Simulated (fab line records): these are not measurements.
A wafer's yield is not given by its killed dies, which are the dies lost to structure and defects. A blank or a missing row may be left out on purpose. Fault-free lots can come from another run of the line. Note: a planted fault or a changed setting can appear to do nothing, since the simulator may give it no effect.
fab line records ; flow n5Finfet
record: lots: 9; wafers: 27; lastDay: 17
route steps=1938 shown BEOL_M4@1111 TV_OPEN@1887 PAD_METAL@1895 PASSIVATION@1907
lots that met no fault: from a run of the same line without faults
startH: hours from the record's first day to the start of the lot's first wafer shown ; waitH: hours from the lot's prior step to this one ; " the same as in the row above ; L1.1+2: one row covering several wafers at once ; - no value present, or no start provided ; * or withheld: withheld ; < > ~ a bound
route shown NAME@n: NAME is a module with steps in the file, n the number in the route of the first one ; usual: mean/standard deviation taken from wafers without a fault ; same: alike in all rows ; chamber/n: place in a boat ; sites: each site's reading ; _std_site: how widely they spread, as a standard deviation ; _edge_site: mean of outer sites minus mean of inner sites ; radiusMm: for every site, how far away it sits from the centre of the wafer ; mask NAME#n: copy n ; behind: tool/chamber where the wafer was last shaped ; hold: what put the lot on hold/how long, in hours/how the hold closed ; device: which transistor (n, p or np) failed to switch ; end of line: the route-end tests of the same wafers ; a step without rows: its recipe alone ; killed: at the first sort, the dies lost to defects and structure; wafer yield is something else ; map: the dies of a wafer, with x for killed, . for not killed, _ for no die there
set.NAME: setting as actually run; set.NAME@STEP: the setting as run at that earlier step ; model.NAME: the simulator's own value behind a step, which no gauge read
one table for each step of the route and one row for each wafer, over a sample of lots
services: when a tool's chamber went out of use (startH, in hours from the record's first day, below 0 if earlier), for how many hours, and the reason
== steps ==
step: N5_BEOL_M4_RC_MEAS_101
usual: DIBL_N: 36.4/1.7; DIBL_P: 36.4/2.1; IOFF_N: 0.16/0.035; IOFF_P: 0.21/0.035; ION_N: 680/11; ION_P: 465/6.8; SS_N: 71.5/0.58; SS_P: 73.2/0.72; VT_N: 249/3.6; VT_P: -250/3.1
lot.wafer;tool;chamber;startH;waitH;DIBL_N[mV/V];DIBL_P[mV/V];IOFF_N[nA/um];IOFF_P[nA/um];ION_N[uA/um];ION_P[uA/um];SS_N[mV/dec];SS_P[mV/dec];VT_N[mV];VT_P[mV]
L626.2;prober-02;0;176.91;0.2;34.6;34.5;0.14;0.19;669;462;71.7;72.8;252;-248
L626.4;prober-02;0;176.91;0.2;34.0;33.7;0.13;0.17;667;460;71.6;72.1;253;-253
L626.5;prober-02;0;176.91;0.2;37.1;37.9;0.18;0.23;689;467;71.5;73.1;246;-247
L627.1;prober-01;0;181.62;0.0;36.0;37.7;0.17;0.24;685;469;71.2;73.6;248;-250
L627.4;prober-01;0;181.62;0.0;35.2;36.5;0.16;0.22;686;471;71.3;73.5;249;-250
L627.5;prober-01;0;181.62;0.0;37.9;39.5;0.22;0.28;693;476;72.1;74.4;247;-246
L628.3;prober-01;0;191.48;0.3;35.5;36.7;0.17;0.22;701;472;71.6;73.9;246;-246
L628.5;prober-01;0;191.48;0.3;36.5;37.4;0.20;0.23;691;463;71.4;73.5;246;-246
L628.6;prober-01;0;191.48;0.3;34.6;35.5;0.16;0.19;686;464;71.5;73.5;250;-251
L630.2;prober-02;0;209.50;0.2;37.9;39.1;0.19;0.23;686;461;72.5;74.7;247;-251
L630.3;prober-02;0;209.50;0.2;35.0;34.9;0.13;0.17;666;458;70.4;73.3;255;-254
L630.6;prober-02;0;209.50;0.2;37.2;37.8;0.16;0.21;669;459;71.7;73.2;251;-252
L629.1;prober-02;0;213.96;0.0;35.7;37.8;0.17;0.19;678;457;71.7;73.8;250;-254
L629.2;prober-02;0;213.96;0.0;34.6;35.9;0.14;0.17;662;451;71.5;73.2;252;-256
L629.5;prober-02;0;213.96;0.0;36.0;37.8;0.18;0.20;680;459;71.9;74.4;247;-251
L640.1;prober-02;0;260.74;0.0;34.3;33.7;0.13;0.17;657;460;71.6;72.2;254;-251
L640.2;prober-02;0;260.74;0.0;32.1;33.2;0.11;0.17;669;466;70.7;72.4;252;-253
L640.3;prober-02;0;260.74;0.0;35.0;36.9;0.15;0.20;663;458;71.1;73.0;249;-249
L642.1;prober-02;0;273.42;0.0;37.1;38.1;0.16;0.22;680;461;71.9;73.2;250;-251
L642.2;prober-02;0;273.42;0.0;36.5;37.3;0.15;0.21;656;452;71.4;72.5;254;-250
L642.4;prober-02;0;273.42;0.0;34.3;35.6;0.13;0.19;668;465;71.2;72.7;255;-248
L643.1;prober-02;0;278.91;0.0;34.0;33.9;0.12;0.15;664;457;71.4;72.0;256;-253
L643.2;prober-02;0;278.91;0.0;37.2;36.5;0.16;0.19;674;458;71.8;72.7;250;-252
L643.3;prober-02;0;278.91;0.0;35.8;35.5;0.14;0.18;676;464;70.8;72.2;252;-255
L645.1;prober-01;0;302.39;0.0;36.7;38.0;0.19;0.23;681;460;71.7;73.4;245;-249
L645.4;prober-01;0;302.39;0.0;35.4;35.9;0.17;0.19;684;460;71.5;73.1;246;-253
L645.5;prober-01;0;302.39;0.0;35.4;36.5;0.18;0.19;690;466;71.6;73.5;248;-254
step: N5_PASSIVATION_PASS_ETCH_74
recipe: chemistry: CF4/O2; target: SiNx; targetDepthA: 2200; timeS: 110; ionEnergyEv: 100; pressureMtorr: 40; sourceW: 535; biasW: 49; Ar_flow_sccm: 100; cf4FlowSccm: 100; O2_flow_sccm: 10
usual: chamberPressureMTorr: 40.00/0.037; drypumpMotorCurrentA: 5.40/0.27; oes_f_703_au: 0.80/0.087; oesProductAu: 0.80/0.091; rfVppV: 242/4; showerheadPlenumPTorr: 2.21/0.051; throttleValvePct: 15.95/0.24
lot.wafer;tool;chamber;startH;waitH;chamberPressureMTorr;drypumpMotorCurrentA;oes_f_703_au;oesProductAu;rfHoursCounterH;rfVppV;showerheadPlenumPTorr;throttleValvePct
L626.2;rieDiel-06;3;272.11;0.0;39.96;5.33;0.72;0.71;194;249;2.20;16.24
L626.4;rieDiel-06;1;272.11;0.0;39.98;5.41;0.89;0.90;23;240;2.25;15.80
L626.5;rieDiel-06;3;272.11;0.0;39.99;5.33;0.71;0.69;-;249;2.20;16.24
L627.1;rieDiel-03;3;277.75;0.0;40.02;5.14;0.91;0.94;10;249;2.25;15.86
L627.4;rieDiel-03;2;277.75;0.0;40.03;5.27;0.94;0.95;-;238;2.17;15.74
L627.5;rieDiel-03;3;277.75;0.0;40.01;5.14;0.91;0.93;-;248;2.25;15.83
L628.3;rieDiel-06;3;287.84;0.0;40.03;5.32;0.71;0.69;199;248;2.19;16.24
L628.5;rieDiel-06;2;287.84;0.0;39.97;5.90;0.74;0.73;-;241;2.19;16.39
L628.6;rieDiel-06;1;287.84;0.0;40.03;5.44;0.88;0.89;-;240;2.25;15.81
L629.1;rieDiel-06;2;312.60;0.0;39.98;5.87;0.73;0.72;226;240;2.18;16.41
L629.2;rieDiel-06;3;312.60;0.0;40.02;5.37;0.70;0.69;207;248;2.19;16.26
L629.5;rieDiel-06;0;312.60;0.0;40.03;5.08;0.72;0.73;-;244;2.27;15.99
L630.2;rieDiel-03;0;312.99;0.0;39.99;5.96;0.69;0.68;234;241;2.16;15.84
L630.3;rieDiel-03;3;312.99;0.0;39.96;5.12;0.89;0.92;22;251;2.24;15.86
L630.6;rieDiel-03;3;312.99;0.0;39.99;5.14;0.89;0.90;-;249;2.24;15.86
L640.1;rieDiel-05;3;360.05;0.0;39.98;5.33;0.68;0.69;219;243;2.17;16.11
L640.2;rieDiel-05;1;360.05;0.0;40.04;5.45;0.81;0.83;84;241;2.14;15.64
L640.3;rieDiel-05;2;360.05;0.0;40.04;5.67;0.89;0.89;54;236;2.24;15.73
L642.1;rieDiel-03;1;371.90;0.0;39.99;5.29;0.73;0.75;121;241;2.32;16.07
L642.2;rieDiel-03;3;371.90;0.0;40.01;5.14;0.84;0.87;40;250;2.24;15.90
L642.4;rieDiel-03;1;371.90;0.0;40.03;5.29;0.73;0.75;-;240;2.32;16.10
L643.1;rieDiel-06;2;376.98;0.0;39.93;5.87;0.72;0.69;245;240;2.18;16.46
L643.2;rieDiel-06;0;376.98;0.0;39.99;5.11;0.70;0.69;205;246;2.27;15.99
L643.3;rieDiel-06;3;376.98;0.0;39.96;5.29;0.68;0.68;226;248;2.19;16.28
L645.1;rieDiel-03;2;402.78;0.0;40.00;5.25;0.86;0.86;44;239;2.16;15.81
L645.4;rieDiel-03;3;402.78;0.0;40.03;5.14;0.83;0.85;50;250;2.23;15.93
L645.5;rieDiel-03;3;402.78;0.0;40.03;5.15;0.84;0.86;-;250;2.23;15.92
step: N5_PASSIVATION_ETCH_15
recipe: chemistry: CF4/N2; target: SiCN; targetDepthA: 750; taperDeg: 2; timeS: 81.2; ionEnergyEv: 150; maskMaterial: SiNx; pressureMtorr: 40; sourceW: 430; biasW: 70; Ar_flow_sccm: 100; cf4FlowSccm: 60; n2FlowSccm: 60
usual: chamberPressureMTorr: 40.00/0.037; drypumpMotorCurrentA: 5.40/0.27; oesProductAu: 0.80/0.091; rfVppV: 382.4/1.4; showerheadPlenumPTorr: 2.21/0.052; throttleValvePct: 15.41/0.25
lot.wafer;tool;chamber;startH;waitH;chamberPressureMTorr;drypumpMotorCurrentA;oesProductAu;rfHoursCounterH;rfVppV;showerheadPlenumPTorr;throttleValvePct
L626.2;rieDiel-06;3;272.44;-;39.96;5.33;0.69;195;383.5;2.20;15.70
L626.4;rieDiel-06;1;272.44;-;39.99;5.45;0.89;23;384.9;2.25;15.23
L626.5;rieDiel-06;3;272.44;-;40.03;5.33;0.70;-;381.1;2.20;15.70
L627.1;rieDiel-03;3;278.07;-;40.01;5.14;0.93;10;382.8;2.26;15.31
L627.4;rieDiel-03;2;278.07;-;40.02;5.26;0.94;-;380.5;2.17;15.18
L627.5;rieDiel-03;3;278.07;-;40.00;5.12;0.93;-;384.9;2.26;15.32
L628.3;rieDiel-06;3;288.17;-;39.91;5.34;0.70;199;382.9;2.20;15.71
L628.5;rieDiel-06;2;288.17;-;39.98;5.91;0.73;-;380.3;2.19;15.85
L628.6;rieDiel-06;1;288.17;-;39.96;5.44;0.90;-;384.2;2.25;15.22
L629.1;rieDiel-06;2;312.92;-;39.99;5.91;0.72;226;379.8;2.19;15.87
L629.2;rieDiel-06;3;312.92;-;39.98;5.33;0.69;208;380.9;2.20;15.72
L629.5;rieDiel-06;0;312.92;-;40.02;5.11;0.71;-;384.3;2.28;15.46
L630.2;rieDiel-03;0;313.32;-;39.99;5.92;0.68;234;381.5;2.17;15.30
L630.3;rieDiel-03;3;313.32;-;40.00;5.15;0.91;22;382.6;2.25;15.34
L630.6;rieDiel-03;3;313.32;-;39.95;5.15;0.91;-;384.6;2.25;15.33
L640.1;rieDiel-05;3;360.38;-;40.02;5.32;0.57;219;381.5;2.17;15.58
L640.2;rieDiel-05;1;360.38;-;39.97;5.45;0.84;84;381.4;2.14;15.07
L640.3;rieDiel-05;2;360.38;-;39.98;5.68;0.89;54;384.2;2.25;15.20
L642.1;rieDiel-03;1;372.23;-;40.03;5.28;0.75;121;384.9;2.32;15.51
L642.2;rieDiel-03;3;372.23;-;40.05;5.19;0.87;40;383.1;2.25;15.39
L642.4;rieDiel-03;1;372.23;-;40.03;5.29;0.74;-;385.7;2.32;15.52
L643.1;rieDiel-06;2;377.30;-;40.05;5.90;0.70;246;381.3;2.18;15.91
L643.2;rieDiel-06;0;377.30;-;40.03;5.09;0.70;205;384.9;2.28;15.48
L643.3;rieDiel-06;3;377.30;-;40.00;5.32;0.67;227;380.5;2.19;15.76
L645.1;rieDiel-03;2;403.10;-;40.04;5.23;0.85;44;381.2;2.16;15.26
L645.4;rieDiel-03;3;403.10;-;39.99;5.14;0.86;50;382.6;2.24;15.38
L645.5;rieDiel-03;3;403.10;-;39.98;5.16;0.86;-;383.5;2.24;15.39
step: N5_PASSIVATION_SPUTTER_20
recipe: material: TaN; targetThkA: 500; tempC: 25; chamberPressurePa: 0.4
usual: throttleValvePct: 29.5/1.1
lot.wafer;tool;chamber;startH;waitH;throttleValvePct
L626.2;pvdSputter-01;-;273.04;0.0;30.1
L626.4;pvdSputter-01;-;273.04;0.0;27.2
L626.5;pvdSputter-01;-;273.04;0.0;29.3
L627.1;pvdSputter-01;-;278.71;0.0;27.4
L627.4;pvdSputter-01;-;278.71;0.0;29.8
L627.5;pvdSputter-01;-;278.71;0.0;30.3
L628.3;pvdSputter-03;-;289.31;0.0;29.0
L628.5;pvdSputter-03;-;289.31;0.0;29.1
L628.6;pvdSputter-03;-;289.31;0.0;30.2
L629.1;pvdSputter-01;-;314.12;0.0;29.5
L629.2;pvdSputter-01;-;314.12;0.0;30.2
L629.5;pvdSputter-01;-;314.12;0.0;29.2
L630.2;pvdSputter-01;-;314.56;0.0;27.1
L630.3;pvdSputter-01;-;314.56;0.0;29.8
L630.6;pvdSputter-01;-;314.56;0.0;29.4
L640.2;pvdSputter-03;-;360.83;0.0;27.5
L640.3;pvdSputter-03;-;360.83;0.0;29.5
L642.1;pvdSputter-01;-;372.67;0.0;30.2
L642.2;pvdSputter-01;-;372.67;0.0;29.6
L642.4;pvdSputter-01;-;372.67;0.0;27.5
L643.1;pvdSputter-02;-;377.92;0.0;27.9
L643.2;pvdSputter-02;-;377.92;0.0;31.1
L643.3;pvdSputter-02;-;377.92;0.0;29.6
L645.1;pvdSputter-02;-;403.85;0.0;28.2
L645.4;pvdSputter-02;-;403.85;0.0;30.4
L645.5;pvdSputter-02;-;403.85;0.0;30.5
step: N5_PASSIVATION_INSPECT_64
recipe: mode: adi; inspectInstrument: macro
usual: rawDefectCount: 1.9/1.5
lot.wafer;tool;chamber;startH;waitH;rawDefectCount
L626.2;defectInspect-01;-;273.66;0.0;1
L626.4;defectInspect-01;-;273.66;0.0;1
L626.5;defectInspect-01;-;273.66;0.0;0
L627.1;defectInspect-02;-;279.33;0.0;2
L627.4;defectInspect-02;-;279.33;0.0;1
L627.5;defectInspect-02;-;279.33;0.0;1
L628.3;defectInspect-02;-;289.94;0.0;2
L628.5;defectInspect-02;-;289.94;0.0;4
L628.6;defectInspect-02;-;289.94;0.0;3
L629.1;defectInspect-01;-;314.75;0.0;0
L629.2;defectInspect-01;-;314.75;0.0;4
L629.5;defectInspect-01;-;314.75;0.0;2
L630.2;defectInspect-01;-;315.19;0.0;1
L630.3;defectInspect-01;-;315.19;0.0;2
L630.6;defectInspect-01;-;315.19;0.0;3
L640.2;defectInspect-01;-;361.46;0.0;1
L640.3;defectInspect-01;-;361.46;0.0;1
L642.1;defectInspect-01;-;373.42;0.0;0
L642.2;defectInspect-01;-;373.42;0.0;6
L642.4;defectInspect-01;-;373.42;0.0;1
L643.1;defectInspect-02;-;378.67;0.0;1
L643.2;defectInspect-02;-;378.67;0.0;0
L643.3;defectInspect-02;-;378.67;0.0;1
L645.1;defectInspect-01;-;404.47;0.0;2
L645.4;defectInspect-01;-;404.47;0.0;1
L645.5;defectInspect-01;-;404.47;0.0;4
step: N5_PASSIVATION_PROBE_49
usual: defectLimitedYield: 91.3/1.4; killed_at_M0_to_M3: 36/11; killed_at_M4_up: 13/5.2; killedAtContacts: 13/6.5; killedAtFrontEnd: 37/11; killedAtOther: 3.6/2.9; killedDies: 103/17; killedOnRim: 13/3.6; killedOpen: 68/12; killedShort: 33/7.3; sort_bin_5_function: 5.2/0.91; sort_bin_6_memory: 3.2/0.67; sort_bin_8_speed: 0.00/0.0099; sortNPass: 1077/17; sortYieldPct: 91.3/1.4
same: grossDies: 1180; killedAtBackSide: 0; sort_bin_4_leakage[%]: 0
lot.wafer;tool;chamber;startH;waitH;defectLimitedYield[%];killed_at_M0_to_M3;killed_at_M4_up;killedAtContacts;killedAtFrontEnd;killedAtOther;killedDies;killedOnRim;killedOpen;killedShort;sort_bin_5_function[%];sort_bin_6_memory[%];sort_bin_8_speed[%];sortNPass;sortYieldPct[%]
L626.2;prober-01;-;278.78;0.1;91.2;41;11;8;44;0;104;8;75;28;5.6;3.1;0;1076;91.2
L626.4;prober-01;-;278.88;0.2;90.3;31;18;19;45;1;114;17;86;28;5.9;3.5;0;1066;90.3
L626.5;prober-01;-;278.93;0.2;89.7;32;13;16;58;2;121;20;79;41;6.2;3.9;0;1059;89.7
L627.1;prober-02;-;284.32;0.0;91.5;33;10;25;31;1;100;14;61;38;5.1;3.1;0;1080;91.5
L627.4;prober-02;-;284.47;0.2;91.8;41;16;13;26;1;97;13;66;31;4.9;2.8;0;1083;91.8
L627.5;prober-02;-;284.52;0.2;91.3;40;25;11;26;1;103;11;66;34;4.4;4.0;0;1077;91.3
L628.3;prober-01;-;294.87;0.1;91.2;43;14;21;25;1;104;13;70;34;4.6;3.9;0;1076;91.2
L628.5;prober-01;-;294.97;0.2;92.8;45;7;12;18;3;85;11;64;21;4.2;2.8;0;1095;92.8
L628.6;prober-01;-;295.02;0.3;91.3;44;8;15;30;6;103;13;67;36;5.4;3.1;0;1077;91.3
L629.1;prober-01;-;319.80;0.0;93.2;33;8;6;32;1;80;11;55;25;3.9;2.4;0;1100;93.2
L629.2;prober-01;-;319.85;0.1;93.7;33;13;11;17;0;74;13;49;25;4.0;2.2;0;1106;93.7
L629.5;prober-01;-;320.00;0.2;92.7;27;16;4;38;1;86;12;56;30;3.6;3.1;0;1094;92.7
L630.2;prober-01;-;320.36;0.1;92.2;37;14;2;38;1;92;11;62;30;4.7;2.7;0;1088;92.2
L630.3;prober-01;-;320.41;0.1;91.2;42;16;7;34;5;104;14;74;29;5.3;3.3;0;1076;91.2
L630.6;prober-01;-;320.56;0.3;91.2;44;10;17;25;8;104;14;78;26;5.0;3.6;0;1076;91.2
L640.1;prober-02;-;367.12;0.0;0.8;34;12;14;42;1068;1170;145;69;38;95.3;3.6;0;10;0.8
L640.2;prober-02;-;367.17;0.1;89.9;47;11;13;46;2;119;12;85;33;5.6;4.1;0;1061;89.9
L640.3;prober-02;-;367.22;0.1;91.0;35;11;8;40;12;106;18;70;34;5.3;3.1;0;1074;91.0
L642.1;prober-01;-;378.28;0.0;94.8;20;5;4;29;3;61;13;43;17;3.2;1.9;0;1119;94.8
L642.2;prober-01;-;378.33;0.1;91.9;31;13;7;40;5;96;13;63;31;5.2;2.7;0.08;1084;91.9
L642.4;prober-01;-;378.43;0.2;91.6;29;17;13;34;6;99;11;67;32;5.1;3.2;0;1081;91.6
killed by level:class
L626.2 FIN_SAQP:geometricParticle:open=14 BEOL_M0_SAQP:geometricParticle:open=12 FIN_SAQP:geometricParticle:short=9 BEOL_M0_SAQP:geometricParticle:short=9 STI_FIN_REVEAL:geometricParticle:open=7 MOL_CONTACT_COAG:geometricParticle:open=7 DUMMY_GATE:geometricParticle:open=6 BEOL_M1:geometricParticle:open=6
L626.4 MOL_CONTACT_COAG:geometricParticle:open=15 FIN_SAQP:geometricParticle:open=11 STI_FIN_REVEAL:geometricParticle:open=9 BEOL_M1:geometricParticle:open=9 BEOL_M2:geometricParticle:open=8 BEOL_M4:geometricParticle:open=8 FIN_SAQP:geometricParticle:short=7 BEOL_M0_SAQP:geometricParticle:open=6
L626.5 FIN_SAQP:geometricParticle:short=17 FIN_SAQP:geometricParticle:open=16 MOL_CONTACT_COAG:geometricParticle:open=14 STI_FIN_REVEAL:geometricParticle:open=10 BEOL_M2:geometricParticle:open=7 BEOL_M0_SAQP:geometricParticle:short=6 BEOL_M1:geometricParticle:open=6 BEOL_M0_SAQP:geometricParticle:open=4
L627.1 MOL_CONTACT_COAG:geometricParticle:open=20 FIN_SAQP:geometricParticle:short=8 FIN_SAQP:geometricParticle:open=7 BEOL_M0:geometricParticle:short=6 BEOL_M2:geometricParticle:open=6 MOL_CONTACT_COAG:geometricParticle:short=5 DUMMY_GATE:geometricParticle:open=4 BEOL_M3:geometricParticle:open=4
L627.4 BEOL_M2:geometricParticle:open=15 MOL_CONTACT_COAG:geometricParticle:open=10 BEOL_M0_SAQP:geometricParticle:short=8 BEOL_M0_SAQP:geometricParticle:open=7 GATE_CUT:geometricParticle:open=5 BEOL_M4:geometricParticle:open=5 STI_FIN_REVEAL:geometricParticle:open=4 BEOL_M3:geometricParticle:short=4
L627.5 BEOL_M0_SAQP:geometricParticle:short=13 MOL_CONTACT_COAG:geometricParticle:open=10 BEOL_M0_SAQP:geometricParticle:open=9 BEOL_M2:geometricParticle:open=8 FIN_SAQP:geometricParticle:open=7 BEOL_M4:geometricParticle:open=7 FIN_SAQP:geometricParticle:short=5 BEOL_M7:geometricParticle:open=5
L628.3 MOL_CONTACT_COAG:geometricParticle:open=17 BEOL_M3:geometricParticle:open=10 BEOL_M0_SAQP:geometricParticle:open=9 BEOL_M2:geometricParticle:open=7 FIN_SAQP:geometricParticle:short=6 BEOL_M0_SAQP:geometricParticle:short=6 STARTING-WAFER:geometricParticle:open=5 BEOL_M4:geometricParticle:open=5
L628.5 MOL_CONTACT_COAG:geometricParticle:open=11 BEOL_M2:geometricParticle:open=10 BEOL_M3:geometricParticle:open=9 BEOL_M0:geometricParticle:open=7 BEOL_M0_SAQP:geometricParticle:open=6 BEOL_M0_SAQP:geometricParticle:short=4 STARTING-WAFER:geometricParticle:open=4 STI_FIN_REVEAL:geometricParticle:open=3
L628.6 MOL_CONTACT_COAG:geometricParticle:open=13 BEOL_M0_SAQP:geometricParticle:short=13 BEOL_M3:geometricParticle:open=11 BEOL_M0_SAQP:geometricParticle:open=11 STI_FIN_REVEAL:geometricParticle:open=10 GATE_CUT:geometricParticle:short=5 BEOL_M2:geometricParticle:open=5 PASS1_CAP:geometricParticle:short=4
L629.1 FIN_SAQP:geometricParticle:open=8 BEOL_M0_SAQP:geometricParticle:short=8 MOL_CONTACT_COAG:geometricParticle:open=6 BEOL_M1:geometricParticle:open=6 BEOL_M2:geometricParticle:open=6 BEOL_M3:geometricParticle:open=6 DUMMY_GATE:geometricParticle:open=5 BEOL_M0_SAQP:geometricParticle:open=5
L629.2 BEOL_M0_SAQP:geometricParticle:open=9 MOL_CONTACT_COAG:geometricParticle:open=8 BEOL_M2:geometricParticle:open=8 BEOL_M0_SAQP:geometricParticle:short=6 BEOL_M1:geometricParticle:open=6 GATE_CUT:geometricParticle:short=4 BEOL_M4:geometricParticle:open=4 FIN_SAQP:geometricParticle:short=3
L629.5 STI_FIN_REVEAL:geometricParticle:open=8 BEOL_M4:geometricParticle:open=8 FIN_SAQP:geometricParticle:open=7 FIN_SAQP:geometricParticle:short=6 BEOL_M0_SAQP:geometricParticle:short=6 BEOL_M1:geometricParticle:open=6 BEOL_M2:geometricParticle:open=5 BEOL_M3:geometricParticle:open=5
L630.2 FIN_SAQP:geometricParticle:short=10 BEOL_M0_SAQP:geometricParticle:open=9 BEOL_M2:geometricParticle:open=8 BEOL_M3:geometricParticle:open=8 FIN_SAQP:geometricParticle:open=6 STI_FIN_REVEAL:geometricParticle:open=6 BEOL_M5:geometricParticle:open=5 DUMMY_GATE:geometricParticle:open=4
L630.3 BEOL_M0_SAQP:geometricParticle:open=15 FIN_SAQP:geometricParticle:open=8 BEOL_M3:geometricParticle:open=8 MOL_CONTACT_COAG:geometricParticle:open=7 BEOL_M1:geometricParticle:open=7 FIN_SAQP:geometricParticle:short=6 BEOL_M0_SAQP:geometricParticle:short=6 STI_FIN_REVEAL:geometricParticle:open=5
L630.6 BEOL_M2:geometricParticle:open=16 MOL_CONTACT_COAG:geometricParticle:open=15 BEOL_M3:geometricParticle:open=9 STI_FIN_REVEAL:geometricParticle:open=8 BEOL_M4:geometricParticle:open=6 BEOL_M0_SAQP:geometricParticle:short=5 FIN_SAQP:geometricParticle:short=4 PASS1_CAP:geometricParticle:open=4
L640.1 TV_OPEN:areaEtch=1063 BEOL_M1:geometricParticle:open=11 STI_FIN_REVEAL:geometricParticle:open=9 MOL_CONTACT_COAG:geometricParticle:open=9 ILD0:geometricParticle:open=6 FIN_SAQP:geometricParticle:open=5 MOL_CONTACT_COAG:geometricParticle:short=5 BEOL_M0_SAQP:geometricParticle:open=5
L640.2 BEOL_M1:geometricParticle:open=17 MOL_CONTACT_COAG:geometricParticle:open=12 FIN_SAQP:geometricParticle:open=10 BEOL_M0_SAQP:geometricParticle:short=10 FIN_SAQP:geometricParticle:short=9 STI_FIN_REVEAL:geometricParticle:open=6 BEOL_M0_SAQP:geometricParticle:open=6 GATE_CUT:geometricParticle:open=5
L640.3 FIN_SAQP:geometricParticle:open=8 GATE_CUT:geometricParticle:open=7 BEOL_M2:geometricParticle:open=7 STI_FIN_REVEAL:geometricParticle:open=6 MOL_CONTACT_COAG:geometricParticle:open=5 BEOL_M0_SAQP:geometricParticle:open=5 BEOL_M3:geometricParticle:open=5 FIN_SAQP:geometricParticle:short=4
L642.1 BEOL_M1:geometricParticle:open=8 FIN_SAQP:geometricParticle:open=6 STI_FIN_REVEAL:geometricParticle:open=5 DUMMY_GATE:geometricParticle:open=5 BEOL_M0_SAQP:geometricParticle:open=4 FIN_SAQP:geometricParticle:short=3 BEOL_M1:geometricParticle:short=3 BEOL_M3:geometricParticle:open=3
L642.2 BEOL_M0_SAQP:geometricParticle:open=11 STI_FIN_REVEAL:geometricParticle:open=8 MOL_CONTACT_COAG:geometricParticle:open=7 BEOL_M1:geometricParticle:open=7 DUMMY_GATE:geometricParticle:open=6 GATE_CUT:geometricParticle:short=5 BEOL_M0_SAQP:geometricParticle:short=5 FIN_SAQP:geometricParticle:open=4
L642.4 MOL_CONTACT_COAG:geometricParticle:open=11 BEOL_M1:geometricParticle:open=9 BEOL_M3:geometricParticle:open=8 GATE_CUT:geometricParticle:short=7 BEOL_M4:geometricParticle:open=7 STI_FIN_REVEAL:geometricParticle:open=6 BEOL_M0_SAQP:geometricParticle:open=6 FIN_SAQP:geometricParticle:short=5
== services ==
tool;chamber;startH;hours;kind
rieDiel-03;2;249.30;-;clean
rieDiel-03;2;249.30;-;consumableReplace:focusRing
rieDiel-03;2;249.30;16.8;scheduledDown
rieDiel-03;2;249.30;16.8;ventCycle
rieDiel-03;-;252.99;2.8;pm
rieDiel-03;3;257.10;10.3;repair
rieDiel-03;0;275.51;4.4;repair
rieDiel-03;-;281.98;0.1;repair
rieDiel-06;0;287.29;12.3;repair
rieDiel-05;2;295.07;17.0;repair
pvdSputter-01;-;306.96;5.3;repair
rieDiel-05;2;316.07;4.0;repair
rieDiel-03;3;317.28;3.7;repair
pvdSputter-01;-;347.23;7.8;repair
rieDiel-03;0;360.38;-;clean
rieDiel-03;0;360.38;-;consumableReplace:focusRing
rieDiel-03;0;360.38;16.6;scheduledDown
rieDiel-03;0;360.38;16.6;ventCycle
pvdSputter-01;-;365.53;1.5;repair
rieDiel-05;1;370.48;4.3;repair
rieDiel-05;1;375.69;6.9;repair
rieDiel-06;2;392.42;-;clean
rieDiel-06;2;392.42;-;consumableReplace:focusRing
rieDiel-06;2;392.42;33.9;scheduledDown
== key ==
firstSign: step: N5_PASSIVATION_PROBE_49; reading: killedAtOther; direction: up; sigmas: 99+; usual: 3.6; struck: 1068
effect: step: N5_PASSIVATION_PROBE_49; reading: sort_bin_5_function; direction: up; sigmas: 99+; usual: 5.2; struck: 95.3
moreKillsBornAt: N5_PASSIVATION_ETCH_15@rieDiel-05: 1063
metAt N5_PASSIVATION_ETCH_15
struckLots L640
struckWafers L640.1
laterRowsLeftOut L640.1
notActingAt N5_PASSIVATION_PASS_ETCH_74,N5_PASSIVATION_SPUTTER_20,N5_PASSIVATION_INSPECT_64
fault: kind: processParameterDrift; tool: rieDiel-05; chamber: 3; onsetH: 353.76; steps: N5_PASSIVATION_ETCH_15; channel: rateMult; offset: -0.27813; shape: step; endH: 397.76
laterRowsLeftOut: the simulator's readings of these wafers behind a module that went badly wrong aren't trusted and aren't shown, but for the sort
